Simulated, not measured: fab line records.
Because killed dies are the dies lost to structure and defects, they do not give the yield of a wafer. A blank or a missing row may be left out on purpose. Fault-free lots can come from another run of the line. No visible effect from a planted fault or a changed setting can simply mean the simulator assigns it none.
Matching of chambers / flow n5_finfet / 4 sister chambers for N5_BEOL_M2_ETCH_74 on rie_diel-05
The step etches underlayer in N2/H2, target depth 6.5 nm, time 5.2 s. 18 wafers are shown with their chamber, then 9 later ones without.

## EACH WAFER AND ITS CHAMBER
wafer=L076.1; chamber=2; drypump_motor_current_A (A)=5.3; showerhead_plenum_p_Torr (Torr)=2.58; throttle_valve_pct (%)=17.42
wafer=L076.3; chamber=0; drypump_motor_current_A (A)=4.8; showerhead_plenum_p_Torr (Torr)=2.41; throttle_valve_pct (%)=18.07
wafer=L076.5; chamber=0; drypump_motor_current_A (A)=4.8; showerhead_plenum_p_Torr (Torr)=2.41; throttle_valve_pct (%)=18.09
wafer=L075.1; chamber=1; drypump_motor_current_A (A)=5.3; showerhead_plenum_p_Torr (Torr)=2.40; throttle_valve_pct (%)=18.35
wafer=L075.3; chamber=0; drypump_motor_current_A (A)=4.8; showerhead_plenum_p_Torr (Torr)=2.41; throttle_valve_pct (%)=18.08
wafer=L075.5; chamber=0; drypump_motor_current_A (A)=4.8; showerhead_plenum_p_Torr (Torr)=2.41; throttle_valve_pct (%)=18.08
wafer=L078.1; chamber=3; drypump_motor_current_A (A)=6.3; showerhead_plenum_p_Torr (Torr)=2.62; throttle_valve_pct (%)=17.71
wafer=L078.3; chamber=2; drypump_motor_current_A (A)=5.3; showerhead_plenum_p_Torr (Torr)=2.58; throttle_valve_pct (%)=17.43
wafer=L078.6; chamber=0; drypump_motor_current_A (A)=4.8; showerhead_plenum_p_Torr (Torr)=2.41; throttle_valve_pct (%)=18.08
wafer=L081.2; chamber=2; drypump_motor_current_A (A)=5.3; showerhead_plenum_p_Torr (Torr)=2.58; throttle_valve_pct (%)=17.44
wafer=L081.3; chamber=0; drypump_motor_current_A (A)=4.8; showerhead_plenum_p_Torr (Torr)=2.40; throttle_valve_pct (%)=18.09
wafer=L081.5; chamber=2; drypump_motor_current_A (A)=5.3; showerhead_plenum_p_Torr (Torr)=2.58; throttle_valve_pct (%)=17.45
wafer=L082.1; chamber=3; drypump_motor_current_A (A)=6.4; showerhead_plenum_p_Torr (Torr)=2.61; throttle_valve_pct (%)=17.75
wafer=L082.2; chamber=0; drypump_motor_current_A (A)=4.8; showerhead_plenum_p_Torr (Torr)=2.40; throttle_valve_pct (%)=18.12
wafer=L082.3; chamber=2; drypump_motor_current_A (A)=5.3; showerhead_plenum_p_Torr (Torr)=2.58; throttle_valve_pct (%)=17.43
wafer=L087.1; chamber=2; drypump_motor_current_A (A)=5.3; showerhead_plenum_p_Torr (Torr)=2.57; throttle_valve_pct (%)=17.45
wafer=L087.3; chamber=3; drypump_motor_current_A (A)=6.3; showerhead_plenum_p_Torr (Torr)=2.61; throttle_valve_pct (%)=17.76
wafer=L087.6; chamber=3; drypump_motor_current_A (A)=6.3; showerhead_plenum_p_Torr (Torr)=2.61; throttle_valve_pct (%)=17.76

SIGNATURES, as means of the wafers listed above
reading=drypump_motor_current_A; chamber 0=4.800; chamber 1=5.300; chamber 2=5.300; chamber 3=6.325; scatter within a chamber=0.0231
reading=showerhead_plenum_p_Torr; chamber 0=2.4071; chamber 1=2.4000; chamber 2=2.5783; chamber 3=2.6125; scatter within a chamber=0.00464
reading=throttle_valve_pct; chamber 0=18.0871; chamber 1=18.3500; chamber 2=17.4367; chamber 3=17.7450; scatter within a chamber=0.0169
Rule: for each reading, subtract the chamber's mean from the wafer's reading, divide by that reading's scatter and square the result; add these up over the readings and take the root, which gives the wafer's distance from the chamber. The wafer belongs to the nearest chamber; if the next one is less than 2 further off, it can't be placed. The scatter: the root of (the sum of the squares of (reading less its chamber's mean) over the shown wafers, divided by (wafers less chambers)).

## WAFERS WHOSE CHAMBER IS MISSING
wafer=L088.1; drypump_motor_current_A (A)=5.4; showerhead_plenum_p_Torr (Torr)=2.71; throttle_valve_pct (%)=17.98
wafer=L088.3; drypump_motor_current_A (A)=4.8; showerhead_plenum_p_Torr (Torr)=2.72; throttle_valve_pct (%)=17.77
wafer=L088.5; drypump_motor_current_A (A)=5.3; showerhead_plenum_p_Torr (Torr)=2.57; throttle_valve_pct (%)=17.45
wafer=L089.4; drypump_motor_current_A (A)=4.8; showerhead_plenum_p_Torr (Torr)=2.72; throttle_valve_pct (%)=17.77
wafer=L089.5; drypump_motor_current_A (A)=4.8; showerhead_plenum_p_Torr (Torr)=2.72; throttle_valve_pct (%)=17.73
wafer=L089.6; drypump_motor_current_A (A)=5.3; showerhead_plenum_p_Torr (Torr)=2.72; throttle_valve_pct (%)=17.98
wafer=L094.1; drypump_motor_current_A (A)=4.8; showerhead_plenum_p_Torr (Torr)=2.71; throttle_valve_pct (%)=17.80
wafer=L094.4; drypump_motor_current_A (A)=5.3; showerhead_plenum_p_Torr (Torr)=2.71; throttle_valve_pct (%)=18.00
wafer=L094.6; drypump_motor_current_A (A)=5.3; showerhead_plenum_p_Torr (Torr)=2.56; throttle_valve_pct (%)=17.50

## THE CHAMBER EACH PASSED THROUGH
wafer=L088.1; from the rows above=2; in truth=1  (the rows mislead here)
wafer=L088.3; from the rows above=2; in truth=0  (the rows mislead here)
wafer=L088.5; from the rows above=2; in truth=2
wafer=L089.4; from the rows above=2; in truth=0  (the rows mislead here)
wafer=L089.5; from the rows above=2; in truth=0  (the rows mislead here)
wafer=L089.6; from the rows above=2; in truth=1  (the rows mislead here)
wafer=L094.1; from the rows above=2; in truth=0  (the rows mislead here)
wafer=L094.4; from the rows above=2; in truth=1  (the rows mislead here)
wafer=L094.6; from the rows above=2; in truth=2
2 of 9 placed correctly. From these rows, 0 cannot be placed. Wrongly placed: 7.
